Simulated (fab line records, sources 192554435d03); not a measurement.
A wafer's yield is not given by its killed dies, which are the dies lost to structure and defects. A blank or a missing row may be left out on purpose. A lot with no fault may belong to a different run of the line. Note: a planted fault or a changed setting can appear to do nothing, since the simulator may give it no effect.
A struck lot beside a sound one + flow n5-finfet + 37 out of 1938 route steps
Sound: wafers L286.2, L286.3, L286.6. Wafers struck: L295.2, L295.5, L295.6. The cause is given at the end.
For every step that has rows: the tool of each side, followed by ch and its chambers, followed by its first start. Under that, the readings that differ: sound wafers + struck wafers + difference of the means + sigmas: that difference in standard deviations of wafers without a fault.
alike: a reading whose means differ by less than 2 such deviations, as well as words and numbers matching on both sides. not compared: withheld readings; readings where some wafer has no value; bounds like >300 that might hide an equal value; numbers whose values overlap and for which the record gives no deviation.
Wherever a step has rows on one side only, a row that says differs or no value, or a row with sigmas, the two part there. Numbers that don't overlap but have no deviation are shown without sigmas and don't part them. Lack of a reading on every wafer of one side parts them only where that side has two or more wafers.

first, 9 steps without rows for these wafers: N5_BEOL_M4_ANNEAL_95 (time 240 s); N5_BEOL_M4_SPUTTER_96 (material Cu, target thk 4.5 nm, time 8.29 s); N5_BEOL_M4_ECD_50 (material Cu, target thk 300 nm); N5_BEOL_M4_ANNEAL_51 (time 90 s); N5_BEOL_M4_CMP_52 (polishes, stops on SiOC, t overpolish 6.8 s, target thk 40 nm); N5_BEOL_M4_PRE_CLEAN_60 (time 15 s); N5_BEOL_M4_CO_CAP_55 (material Co, precursor CCTBA/H2, target thk 2 nm, time 102.1 s); N5_BEOL_M4_PRE_CLEAN_56 (time 15 s); N5_BEOL_M4_DEP_57 (deposits SiCN from 3MS/NH3, target thk 8 nm, time 14 s).
N5_BEOL_M4_RC_MEAS_101:
  sound on prober-01 ch 0, day 8 20:35; struck on prober-02 ch 0, day 11 13:23
  alike: DIBL_N, DIBL_P, IOFF_N, IOFF_P, ION_N, ION_P, SS_N, SS_P, VT_N, VT_P
then, 24 steps without rows for these wafers: N5_BEOL_M5_ILD_DEP_00 (deposits SiCOH lowk from DEMS/porogen, target thk 140.64 nm, time 25.9 s); N5_BEOL_M5_CURE_79 (cures SiCOH lowk, time 240 s); N5_BEOL_M5_PECVD_70 (deposits SiO2 from TEOS/O2, target thk 16 nm, time 18 s); N5_BEOL_M5_HM_DEP_02 (deposits TiN, target thk 20 nm); N5_BEOL_M5_COAT_59 (time 60 s, resist thk 60 nm); N5_BEOL_M5_COAT_60 (time 60 s, resist thk 12 nm); N5_BEOL_M5_COAT_71 (time 60 s, resist thk 5 nm); N5_BEOL_M5_COAT_05 (resist thk 30 nm); N5_BEOL_M5_EBR_07; N5_BEOL_M5_SOFTBAKE_06 (time 60 s); N5_BEOL_M5_EXPOSE_08 (exposes mask M5, target cd 28 nm); N5_BEOL_M5_PEB_09 (peb time 60 s); N5_BEOL_M5_DEVELOP_10 (develop time 30 s); N5_BEOL_M5_DESCUM_16 (chemistry O2, time 7 s); N5_BEOL_M5_ETCH_72 (etches underlayer in N2/H2, target depth 6.5 nm, time 5.2 s); N5_BEOL_M5_ETCH_61 (etches SiARC in CF4, target depth 15.6 nm, time 26 s); N5_BEOL_M5_ETCH_62 (etches SOC in N2/H2, target depth 75 nm, overetch 15 nm, time 112.5 s); N5_BEOL_M5_STRIP_63 (strips in N2/H2); N5_BEOL_M5_STRIP_73 (strips in N2/H2); N5_BEOL_M5_STRIP_64 (strips in CF4); N5_BEOL_M5_HM_OPEN_17 (chemistry Cl2/BCl3, target TiN, target depth 20 nm, overetch 6 nm); N5_BEOL_M5_STRIP_19 (strips in O2); N5_BEOL_M5_COAT_65 (time 60 s, resist thk 60 nm); N5_BEOL_M5_COAT_66 (time 60 s, resist thk 12 nm).
N5_BEOL_M6_ANNEAL_51: time 90 s.
  struck on rtp-anneal-02, day 12 14:57; sound on rtp-anneal-01 ch 0, day 9 17:39
  no value came back on the struck wafers for anneal-temp-c (C), anneal-temp-c-max, wafer_temp_C_max; on the sound wafers anneal-temp-c (C) reads 225.12 224.96 225.14
N5_BEOL_M6_CMP_52: polishes, stops on SiCOH lowk, t overpolish 6.9 s, target thk 80 nm.
  sound on cmp-01 ch 1,2,3, day 9 17:59; struck on cmp-02 ch 1,2, day 12 15:12
| reading                      | sound                | struck               | difference | sigmas |
|------------------------------|----------------------|----------------------|------------|--------|
| barrier-field-endpoint-s (s) | 29.2 28.0 29.1       | 34.2 34.3 34.3       | +5.5       | +6     |
| platen-rpm (rpm)             | 49.966 49.953 49.981 | 50.026 50.012 50.037 | +0.058     | +2     |
| time-to-endpoint-s (s)       | 68 59 64             | 80 82 81             | +17        | +4     |
  alike: motor-current-A, overpolish-run-s, slurry-flow-ml-min
-- a jump in the record: the struck wafers' starts before and after are 4 days apart (it breaks off in module BEOL_M6 and resumes in module PASSIVATION, where the first step shown is number 1936 of the route) --
N5_PASSIVATION_PROBE_49:
  the record has rows for the struck wafers here (prober-02, day 16 16:32) and none for the sound ones

WHERE THEY PART
First at N5_BEOL_M6_ANNEAL_51; last, within this record, at N5_PASSIVATION_PROBE_49.

WHY: what had been put in by the simulator
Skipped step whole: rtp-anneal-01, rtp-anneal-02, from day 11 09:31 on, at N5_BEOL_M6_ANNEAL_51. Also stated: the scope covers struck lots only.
